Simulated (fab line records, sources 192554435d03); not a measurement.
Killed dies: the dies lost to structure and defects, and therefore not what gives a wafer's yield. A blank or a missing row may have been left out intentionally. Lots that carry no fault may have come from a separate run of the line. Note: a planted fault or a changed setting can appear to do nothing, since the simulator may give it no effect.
fab line records	flow n5_finfet	part 1 of 2: steps 1 to 23 of 31
[record] lots = 5	wafers = 15	last_day = 15
route steps=1938 shown DUMMY_GATE@246 SPACER0@258 SD_EPI_N@262
lots that met no fault: from a run of the same line without faults
start_h: hours from the record's first day to the start of the lot's first wafer shown	wait_h: hours elapsed since this lot's preceding step	" identical to the entry in the row above	L1.1+2: a row that stands for several wafers	- no value, or no start was given	* or withheld: withheld	< > ~ a bound
route shown NAME@n: NAME is a module with steps in the file, n the number in the route of the first one	usual: the fault-free wafers' mean and standard deviation	same: alike in all rows	chamber/n: place in a boat	sites: readings site by site	_std_site: the standard deviation of these	_edge_site: inner sites' mean taken away from outer sites' mean	radius_mm: for every site, how far away it sits from the centre of the wafer	mask NAME#n: copy n	behind: the last tool/chamber to shape the wafer	hold: the reason the lot was held/the length of the hold in hours/how it ended	device: the transistor (n, p or np) that didn't switch	end of line: tests run on the same wafers once the route is complete	step lacking rows: just its recipe	killed: count of dies lost to structure and defects at first sort (not the wafer's yield)	map: shows each die of a wafer: x if killed, . if not, _ if none is there
set.NAME: setting as actually run; set.NAME@STEP: the setting as run at that earlier step	model.NAME: the simulator's own value behind a step, which no gauge read
lots at selected steps of the route; one table per step, one row per wafer
services: from which hour (start_h, from the record's first day; less than 0 if before it) a tool's chamber was out of use, for how many hours, and why
[[steps]]
[step N5_DUMMY_GATE_ETCH_32]
[recipe] chemistry = CF4	target = SiO2	target_depth_a = 35	time_s = 3.9	ion_energy_ev = 350	pressure_mtorr = 10	icp_w = 800	bias_w = 400	cf4_flow_sccm = 80
[usual] drypump_motor_current_A = 5.6/0.42	oes_product_au = 0.990/0.017	throttle_valve_pct = 21.71/0.25
lot.wafer	tool	chamber	start_h	wait_h	drypump_motor_current_A	oes_product_au	rf_hours_counter_h	throttle_valve_pct
L076.3	rie_si-02	2	60.02	0.1	6.3	0.995	4	21.63
L076.5	"	2	"	"	6.4	0.994	-	21.63
L076.6	"	1	"	"	5.3	0.976	-	22.04
L081.1	rie_si-02	2	90.20	0.1	6.4	0.985	5	21.64
L081.5	"	1	"	"	5.3	0.962	-	22.03
L081.6	"	2	"	"	6.4	0.980	-	21.65
L085.2	rie_si-04	0	115.93	0.1	6.0	0.968	194	21.36
L085.4	"	3	"	"	5.8	0.979	1	21.54
L085.6	"	0	"	"	6.0	0.969	-	21.36
L088.2	rie_si-02	3	131.17	0.1	5.5	0.983	181	21.86
L088.3	"	1	"	"	5.3	0.966	9	22.03
L088.5	"	0	"	"	5.2	1.011	-	21.60
L090.2	rie_si-02	1	142.58	0.1	5.3	0.963	9	22.05
L090.5	"	2	"	"	6.4	0.995	-	21.64
L090.6	"	3	"	"	5.5	0.984	-	21.84
[step N5_DUMMY_GATE_ETCH_23]
[recipe] chemistry = HBr/Cl2/O2	HBr_flow_sccm = 150	Cl2_flow_sccm = 80	O2_flow_sccm = 12	bias_w = 102	target_depth_a = 410	time_s = 22.3	target = poly-Si	mask_material = SiO2	pressure_mtorr = 10	icp_w = 800
[usual] drypump_motor_current_A = 5.6/0.41	oes_product_au = 0.991/0.017	throttle_valve_pct = 37.15/0.29
lot.wafer	tool	chamber	start_h	wait_h	drypump_motor_current_A	oes_product_au	rf_hours_counter_h	throttle_valve_pct
L076.3	rie_si-02	2	60.05	0.0	6.4	0.984	4	37.18
L076.5	"	2	"	"	6.4	0.991	-	37.15
L076.6	"	1	"	"	5.3	0.971	-	37.61
L081.1	rie_si-02	2	90.23	0.0	6.3	0.978	5	37.15
L081.5	"	1	"	"	5.3	0.980	-	37.59
L081.6	"	2	"	"	6.4	0.994	-	37.17
L085.2	rie_si-04	0	115.97	0.0	6.0	0.980	194	36.72
L085.4	"	3	"	"	5.8	0.990	1	37.05
L085.6	"	0	"	"	6.0	0.979	-	36.73
L088.2	rie_si-02	3	131.20	0.0	5.5	0.973	181	37.22
L088.3	"	1	"	"	5.3	0.955	9	37.60
L088.5	"	0	"	"	5.2	0.999	-	37.17
L090.2	rie_si-02	1	142.61	0.0	5.3	0.978	9	37.59
L090.5	"	2	"	"	6.4	0.989	-	37.18
L090.6	"	3	"	"	5.6	0.982	-	37.21
[step N5_DUMMY_GATE_ETCH_44]
[recipe] chemistry = HBr/O2	over_etch_frac = 0.7	target_depth_a = 1275	stop_on = SiO2	ion_energy_ev = 60	bias_w = 20	target = poly-Si	mask_material = SiO2	pressure_mtorr = 20	icp_w = 400	HBr_flow_sccm = 120	O2_flow_sccm = 10
[usual] drypump_motor_current_A = 5.6/0.41	oes_product_au = 0.721/0.011	throttle_valve_pct = 18.45/0.25
lot.wafer	tool	chamber	start_h	wait_h	drypump_motor_current_A	oes_product_au	rf_hours_counter_h	throttle_valve_pct
L076.3	rie_si-02	2	60.11	0.0	6.3	0.725	4	18.39
L076.5	"	2	"	"	6.3	0.709	-	18.37
L076.6	"	1	"	"	5.3	0.711	-	18.80
L081.1	rie_si-02	2	90.29	0.0	6.4	0.712	5	18.38
L081.5	"	1	"	"	5.3	0.718	-	18.81
L081.6	"	2	"	"	6.4	0.717	-	18.40
L085.2	rie_si-04	0	116.02	0.0	6.0	0.713	194	18.13
L085.4	"	3	"	"	5.9	0.736	1	18.31
L085.6	"	0	"	"	6.1	0.705	-	18.14
L088.2	rie_si-02	3	131.25	0.0	5.5	0.712	181	18.63
L088.3	"	1	"	"	5.3	0.715	9	18.82
L088.5	"	0	"	"	5.2	0.723	-	18.40
L090.2	rie_si-02	1	142.67	0.0	5.3	0.726	9	18.82
L090.5	"	2	"	"	6.4	0.724	-	18.39
L090.6	"	3	"	"	5.5	0.725	-	18.64
[step N5_DUMMY_GATE_CD_MEAS_24]
[recipe] target_cd_nm = 15
[usual] cd_nm = 15.1/0.33
lot.wafer	tool	chamber	start_h	wait_h	cd_nm
L076.3	cd_sem-02	-	60.23	0.1	14.6
L076.5	"	-	"	"	15.1
L076.6	"	-	"	"	14.4
L081.1	cd_sem-02	-	90.39	0.1	15.5
L081.5	"	-	"	"	15.2
L081.6	"	-	"	"	15.0
L085.2	cd_sem-03	-	116.14	0.1	14.8
L085.4	"	-	"	"	15.4
L085.6	"	-	"	"	15.2
L088.2	cd_sem-01	-	131.37	0.1	15.0
L088.3	"	-	"	"	14.9
L088.5	"	-	"	"	14.3
L090.2	cd_sem-01	-	142.78	0.1	14.8
L090.5	"	-	"	"	15.6
L090.6	"	-	"	"	15.8
[step N5_DUMMY_GATE_ETCH_42]
[recipe] chemistry = CHF3/O2	target = SiO2	target_depth_a = 35	time_s = 31	ion_energy_ev = 30	bias_w = 12	pressure_mtorr = 30	source_w = 600	Ar_flow_sccm = 200	CHF3_flow_sccm = 50	O2_flow_sccm = 5
[usual] drypump_motor_current_A = 5.8/0.43	oes_product_au = 0.75/0.053	rf_vpp_V = 42.3/0.9	showerhead_plenum_p_Torr = 2.37/0.075	throttle_valve_pct = 18.76/0.22
lot.wafer	tool	chamber	start_h	wait_h	drypump_motor_current_A	oes_product_au	rf_hours_counter_h	rf_vpp_V	showerhead_plenum_p_Torr	throttle_valve_pct
L076.3	rie_diel-03	1	60.27	0.0	4.7	0.69	220	43.9	2.48	18.89
L076.5	"	0	"	"	6.1	0.79	-	42.5	2.32	18.89
L076.6	"	3	"	"	6.2	0.84	-	42.9	2.34	18.70
L081.1	rie_diel-03	2	90.44	0.0	6.2	0.74	140	41.8	2.32	18.72
L081.5	"	0	"	"	6.1	0.77	-	42.5	2.32	18.90
L081.6	"	3	"	"	6.2	0.82	-	42.0	2.34	18.70
L085.2	rie_diel-02	3	116.18	0.0	6.2	0.69	237	43.4	2.47	18.61
L085.4	"	0	"	"	5.7	0.76	122	40.5	2.43	19.00
L085.6	"	3	"	"	6.3	0.69	-	44.3	2.47	18.60
L088.2	rie_diel-04	3	131.41	0.0	5.8	0.74	199	43.1	2.39	18.95
L088.3	"	1	"	"	6.1	0.77	143	44.0	2.51	18.65
L088.5	"	3	"	"	5.8	0.73	-	42.5	2.39	18.94
L090.2	rie_diel-04	0	142.83	0.0	5.6	0.71	190	42.3	2.39	19.07
L090.5	"	0	"	"	5.6	0.71	-	41.3	2.39	19.07
L090.6	"	3	"	"	5.8	0.73	-	40.3	2.39	18.94
[step N5_DUMMY_GATE_STRIP_48]
[recipe] chemistry = N2/H2	time_s = 20	power_w = 100	temp_c = 40	pressure_mtorr = 100	rf_frequency_hz = 6e+07	bias_power_w = 3	n2_flow_sccm = 300	h2_flow_sccm = 300
[usual] drypump_motor_current_A = 5.8/0.43	n2_flow_sccm = 300.2/0.82	oes_product_au = 0.75/0.054	rf_vpp_V = 45.3/0.92	showerhead_plenum_p_Torr = 3.32/0.11	throttle_valve_pct = 12.23/0.2
lot.wafer	tool	chamber	start_h	wait_h	drypump_motor_current_A	n2_flow_sccm	oes_product_au	rf_hours_counter_h	rf_vpp_V	showerhead_plenum_p_Torr	throttle_valve_pct
L076.3	rie_diel-03	1	60.32	0.0	4.7	300.3	0.69	220	45.9	3.46	12.34
L076.5	"	0	"	"	6.1	300.0	0.79	-	44.9	3.24	12.20
L076.6	"	3	"	"	6.2	299.6	0.83	-	45.1	3.28	12.07
L081.1	rie_diel-03	2	90.49	0.0	6.2	299.6	0.76	140	44.5	3.26	12.27
L081.5	"	0	"	"	6.1	300.0	0.79	-	46.0	3.24	12.20
L081.6	"	3	"	"	6.2	299.9	0.82	-	44.9	3.28	12.08
L085.2	rie_diel-02	3	116.23	0.0	6.3	299.5	0.69	237	44.5	3.47	12.29
L085.4	"	0	"	"	5.7	300.5	0.76	122	46.3	3.39	12.36
L085.6	"	3	"	"	6.3	300.0	0.69	-	45.4	3.47	12.28
L088.2	rie_diel-04	3	131.46	0.0	5.8	300.8	0.73	199	45.5	3.35	12.46
L088.3	"	1	"	"	6.1	301.0	0.77	143	45.4	3.52	12.18
L088.5	"	3	"	"	5.8	300.7	0.74	-	45.3	3.35	12.46
L090.2	rie_diel-04	0	142.88	0.0	5.6	300.6	0.71	190	46.0	3.35	12.49
L090.5	"	0	"	"	5.6	300.1	0.71	-	46.4	3.35	12.50
L090.6	"	3	"	"	5.8	299.9	0.74	-	47.4	3.35	12.49
[step N5_DUMMY_GATE_PRECLEAN_33]
[recipe] chemistry = dHF	time_s = 10	dilution = 750:1	temp_c = 25
lot.wafer	tool	chamber	start_h	wait_h
L076.3+5+6	wet_bench-03	3,0,4	60.40	0.1
L081.1+5+6	wet_bench-03	2,3,1	90.57	0.1
L085.2+4+6	wet_bench-03	4,5,7	116.31	0.1
L088.2+3+5	wet_bench-03	3,0,7	131.54	0.1
L090.2+5+6	wet_bench-03	2,5,1	142.96	0.1
[step N5_DUMMY_GATE_PRECLEAN_25]
[recipe] chemistry = O3/DIW	time_s = 45	temp_c = 22	o3_ppm = 10
[usual] o3_ppm = 9.99/0.1
lot.wafer	tool	chamber	start_h	wait_h	o3_ppm
L076.3	wet_bench-03	3	60.41	0.0	10.08
L076.5	"	0	"	"	9.98
L076.6	"	4	"	"	10.07
L081.1	wet_bench-03	2	90.58	0.0	10.11
L081.5	"	3	"	"	10.18
L081.6	"	1	"	"	9.80
L085.2	wet_bench-03	4	116.32	0.0	9.91
L085.4	"	5	"	"	9.75
L085.6	"	7	"	"	10.00
L088.2	wet_bench-03	3	131.55	0.0	10.03
L088.3	"	0	"	"	9.87
L088.5	"	7	"	"	9.78
L090.2	wet_bench-03	2	142.96	0.0	10.06
L090.5	"	5	"	"	10.07
L090.6	"	1	"	"	10.18
[step N5_DUMMY_GATE_PRECLEAN_51]
[recipe] chemistry = SC2	time_s = 45	temp_c = 35	mix = 1:1:50
lot.wafer	tool	chamber	start_h	wait_h
L076.3+5+6	wet_bench-03	3,0,4	60.42	0.0
L081.1+5+6	wet_bench-03	2,3,1	90.59	0.0
L085.2+4+6	wet_bench-03	4,5,7	116.33	0.0
L088.2+3+5	wet_bench-03	3,0,7	131.56	0.0
L090.2+5+6	wet_bench-03	2,5,1	142.98	0.0
[step N5_DUMMY_GATE_SRD_26]
[recipe] dry = ipa_marangoni	time_s = 30	temp_c = 23	rinse_liquid = diw
lot.wafer	tool	chamber	start_h	wait_h
L076.3+5+6	wet_bench-03	3,0,4	60.43	0.0
L081.1+5+6	wet_bench-03	2,3,1	90.60	0.0
L085.2+4+6	wet_bench-03	4,5,7	116.34	0.0
L088.2+3+5	wet_bench-03	3,0,7	131.57	0.0
L090.2+5+6	wet_bench-03	2,5,1	142.99	0.0
[step N5_DUMMY_GATE_UV_OZONE_45]
[recipe] time_s = 120	pressure_torr = 760	temp_c = 25
lot.wafer	tool	chamber	start_h	wait_h
L076.3+5+6	wet_bench-03	3,0,4	60.45	0.0
L081.1+5+6	wet_bench-03	2,3,1	90.62	0.0
L085.2+4+6	wet_bench-03	4,5,7	116.36	0.0
L088.2+3+5	wet_bench-03	3,0,7	131.59	0.0
L090.2+5+6	wet_bench-03	2,5,1	143.01	0.0
[step N5_DUMMY_GATE_INSPECT_27]
[recipe] inspect_instrument = brightfield	mode = aei
[usual] raw_defect_count = 276/67
lot.wafer	tool	chamber	start_h	wait_h	raw_defect_count
L076.3	defect_inspect-01	-	60.51	0.0	169
L076.5	"	-	"	"	192
L076.6	"	-	"	"	155
L081.1	defect_inspect-02	-	90.68	0.0	290
L081.5	"	-	"	"	378
L081.6	"	-	"	"	410
L085.2	defect_inspect-01	-	116.42	0.0	234
L085.4	"	-	"	"	253
L085.6	"	-	"	"	192
L088.2	defect_inspect-02	-	131.65	0.0	409
L088.3	"	-	"	"	340
L088.5	"	-	"	"	386
L090.2	defect_inspect-01	-	143.06	0.0	192
L090.5	"	-	"	"	379
L090.6	"	-	"	"	180
[step N5_SPACER0_ALD_07]
[recipe] material = SiNx	target_thk_a = 20	temp_c = 400	ald_precursor_family = SiH2I2	ald_co_reactant = N2/H2-plasma	pressure_torr = 2
[usual] heater_power_w = 837/81
lot.wafer	tool	chamber	start_h	wait_h	heater_power_w
L076.3	ald_sin-01	3	60.54	0.0	713
L076.5	"	1	"	"	960
L076.6	"	2	"	"	853
L081.1	ald_sin-01	3	91.33	0.7	742
L081.5	"	3	"	"	727
L081.6	"	0	"	"	824
L085.2	ald_sin-02	2	116.45	0.0	765
L085.4	"	1	"	"	863
L085.6	"	1	"	"	863
L088.2	ald_sin-03	2	131.73	0.1	754
L088.3	"	0	"	"	918
L088.5	"	0	"	"	920
L090.2	ald_sin-03	0	143.25	0.2	904
L090.5	"	2	"	"	770
L090.6	"	1	"	"	875
[step N5_SPACER0_ALD_00]
[recipe] material = SiOCN	target_thk_a = 35	temp_c = 400	ald_precursor_family = alkyl-aminosilane	ald_co_reactant = O2/N2-plasma	pulse_time_s = 3	purge_time_s = 2	co_reactant_purge_time_s = 2	ald_cycles = 58	pressure_torr = 2
[usual] heater_power_w = 839/82	precursor_pulse_height_rel = 1.000/0.02
lot.wafer	tool	chamber	start_h	wait_h	heater_power_w	precursor_pulse_height_rel
L076.3	ald_sin-01	3	60.69	0.1	706	1.009
L076.5	"	1	"	"	963	0.996
L076.6	"	2	"	"	896	0.998
L081.1	ald_sin-01	3	91.48	0.1	727	1.009
L081.5	"	3	"	"	732	1.008
L081.6	"	0	"	"	818	1.016
L085.2	ald_sin-02	2	116.61	0.1	756	1.022
L085.4	"	1	"	"	870	1.056
L085.6	"	1	"	"	879	0.998
L088.2	ald_sin-03	2	131.89	0.1	762	1.039
L088.3	"	0	"	"	915	1.012
L088.5	"	0	"	"	924	1.032
L090.2	ald_sin-03	0	143.40	0.1	907	1.028
L090.5	"	2	"	"	752	0.992
L090.6	"	1	"	"	935	1.008
[step N5_SPACER0_ALD_08]
[recipe] material = SiNx	target_thk_a = 20	temp_c = 400	ald_precursor_family = SiH2I2	ald_co_reactant = N2/H2-plasma	pressure_torr = 2
[usual] heater_power_w = 839/82
lot.wafer	tool	chamber	start_h	wait_h	heater_power_w
L076.3	ald_sin-01	3	60.95	0.1	729
L076.5	"	1	"	"	946
L076.6	"	2	"	"	865
L081.1	ald_sin-01	3	91.74	0.1	713
L081.5	"	3	"	"	721
L081.6	"	0	"	"	822
L085.2	ald_sin-02	2	116.86	0.1	748
L085.4	"	1	"	"	878
L085.6	"	1	"	"	883
L088.2	ald_sin-03	2	132.14	0.1	756
L088.3	"	0	"	"	931
L088.5	"	0	"	"	921
L090.2	ald_sin-03	0	143.66	0.1	908
L090.5	"	2	"	"	778
L090.6	"	1	"	"	914
[step N5_SPACER0_INSPECT_04]
[recipe] inspect_instrument = darkfield	mode = post_dep
[usual] raw_defect_count = 129/36
lot.wafer	tool	chamber	start_h	wait_h	raw_defect_count
L076.3	defect_inspect-01	-	61.11	0.1	124
L076.5	"	-	"	"	87
L076.6	"	-	"	"	104
L081.1	defect_inspect-02	-	91.90	0.1	138
L081.5	"	-	"	"	156
L081.6	"	-	"	"	145
L085.2	defect_inspect-01	-	117.02	0.1	89
L085.4	"	-	"	"	107
L085.6	"	-	"	"	99
L088.2	defect_inspect-01	-	132.30	0.1	182
L088.3	"	-	"	"	165
L088.5	"	-	"	"	216
L090.2	defect_inspect-01	-	143.82	0.1	79
L090.5	"	-	"	"	155
L090.6	"	-	"	"	66
[step N5_SD_EPI_N_COAT_32]
[recipe] resist = SOC	temp_c = 250	time_s = 60	spin_rpm = 1500	resist_thk_nm = 350
[usual] exhaust_pa = 45.0/0.86
lot.wafer	tool	chamber	start_h	wait_h	exhaust_pa
L076.3	litho_track-02	0	61.14	0.0	44.2
L076.5	"	0	"	"	44.3
L076.6	"	0	"	"	44.4
L081.1	litho_track-03	0	91.93	0.0	45.2
L081.5	"	0	"	"	45.3
L081.6	"	0	"	"	46.0
L085.2	litho_track-03	0	117.05	0.0	45.9
L085.4	"	0	"	"	44.4
L085.6	"	0	"	"	44.9
L088.2	litho_track-05	0	132.33	0.0	44.4
L088.3	"	0	"	"	44.9
L088.5	"	0	"	"	44.7
L090.2	litho_track-05	0	143.85	0.0	44.8
L090.5	"	0	"	"	45.3
L090.6	"	0	"	"	44.2
[step N5_SD_EPI_N_COAT_33]
[recipe] resist = SiARC	temp_c = 220	time_s = 60	spin_rpm = 1500	resist_thk_nm = 35
[usual] exhaust_pa = 45.0/0.78
lot.wafer	tool	chamber	start_h	wait_h	exhaust_pa
L076.3	litho_track-02	0	-	-	45.1
L076.5	"	0	"	"	45.1
L076.6	"	0	"	"	43.5
L081.1	litho_track-03	0	-	-	44.2
L081.5	"	0	"	"	45.1
L081.6	"	0	"	"	45.8
L085.2	litho_track-03	0	-	-	45.0
L085.4	"	0	"	"	44.2
L085.6	"	0	"	"	45.0
L088.2	litho_track-05	0	-	-	44.6
L088.3	"	0	"	"	46.4
L088.5	"	0	"	"	45.4
L090.2	litho_track-05	0	-	-	45.3
L090.5	"	0	"	"	45.3
L090.6	"	0	"	"	45.1
[step N5_SD_EPI_N_COAT_03]
[recipe] resist = CAR-ArF-block	spin_rpm = 1500	resist_thk_nm = 150
[usual] exhaust_pa = 45.0/0.9
lot.wafer	tool	chamber	start_h	wait_h	exhaust_pa
L076.3	litho_track-02	0	-	-	44.7
L076.5	"	0	"	"	44.0
L076.6	"	0	"	"	44.4
L081.1	litho_track-03	0	-	-	46.2
L081.5	"	0	"	"	44.4
L081.6	"	0	"	"	44.5
L085.2	litho_track-03	0	-	-	44.7
L085.4	"	0	"	"	46.4
L085.6	"	0	"	"	44.7
L088.2	litho_track-05	0	-	-	46.0
L088.3	"	0	"	"	45.7
L088.5	"	0	"	"	46.2
L090.2	litho_track-05	0	-	-	45.4
L090.5	"	0	"	"	45.8
L090.6	"	0	"	"	46.8
[step N5_SD_EPI_N_EBR_05]
[recipe] solvent = PGMEA	ebr_width_mm = 1.5
[usual] exhaust_pa = 44.9/0.93
lot.wafer	tool	chamber	start_h	wait_h	exhaust_pa
L076.3	litho_track-02	0	-	-	44.7
L076.5	"	0	"	"	44.2
L076.6	"	0	"	"	44.9
L081.1	litho_track-03	0	-	-	46.2
L081.5	"	0	"	"	44.1
L081.6	"	0	"	"	44.9
L085.2	litho_track-03	0	-	-	44.6
L085.4	"	0	"	"	47.0
L085.6	"	0	"	"	45.6
L088.2	litho_track-05	0	-	-	44.3
L088.3	"	0	"	"	44.2
L088.5	"	0	"	"	44.3
L090.2	litho_track-05	0	-	-	45.0
L090.5	"	0	"	"	45.2
L090.6	"	0	"	"	45.5
[step N5_SD_EPI_N_SOFTBAKE_04]
[recipe] temp_c = 110	time_s = 60	resist = CAR-ArF-block
[usual] exhaust_pa = 44.9/0.96
lot.wafer	tool	chamber	start_h	wait_h	exhaust_pa
L076.3	litho_track-02	0	-	-	45.4
L076.5	"	0	"	"	44.4
L076.6	"	0	"	"	44.4
L081.1	litho_track-03	0	-	-	44.5
L081.5	"	0	"	"	43.8
L081.6	"	0	"	"	46.0
L085.2	litho_track-03	0	-	-	44.2
L085.4	"	0	"	"	43.8
L085.6	"	0	"	"	43.5
L088.2	litho_track-05	0	-	-	45.4
L088.3	"	0	"	"	45.4
L088.5	"	0	"	"	46.6
L090.2	litho_track-05	0	-	-	46.1
L090.5	"	0	"	"	44.9
L090.6	"	0	"	"	44.5
[step N5_SD_EPI_N_EXPOSE_06]
[recipe] mask_id = SD_N_BLK	na = 1.35	source_shape = conventional	sigma_outer = 0.8	polarization = unpolarized	target_cd_nm = 120	dose_mj = 39.75
lot.wafer	tool	chamber	start_h	wait_h	mask
L076.3+5+6	arfi_scanner-03	0	61.40	-	SD_N_BLK#0
L081.1+5+6	arfi_scanner-02	0	92.17	-	SD_N_BLK#0
L085.2+4+6	arfi_scanner-01	0	117.18	-	SD_N_BLK#0
L088.2+3+5	arfi_scanner-03	0	132.58	-	SD_N_BLK#0
L090.2+5+6	arfi_scanner-01	0	144.10	-	SD_N_BLK#0
[step N5_SD_EPI_N_PEB_07]
[recipe] peb_temp_c = 110	peb_time_s = 60	resist = CAR-ArF-block
[usual] exhaust_pa = 45.2/0.91
lot.wafer	tool	chamber	start_h	wait_h	exhaust_pa
L076.3	litho_track-02	0	61.44	0.0	45.0
L076.5	"	0	"	"	44.9
L076.6	"	0	"	"	45.9
L081.1	litho_track-03	0	92.23	0.1	44.3
L081.5	"	0	"	"	44.2
L081.6	"	0	"	"	44.3
L085.2	litho_track-03	0	117.23	0.0	43.2
L085.4	"	0	"	"	45.4
L085.6	"	0	"	"	45.1
L088.2	litho_track-05	0	132.63	0.0	44.2
L088.3	"	0	"	"	44.6
L088.5	"	0	"	"	46.2
L090.2	litho_track-02	0	144.15	0.0	45.0
L090.5	"	0	"	"	46.9
L090.6	"	0	"	"	46.2
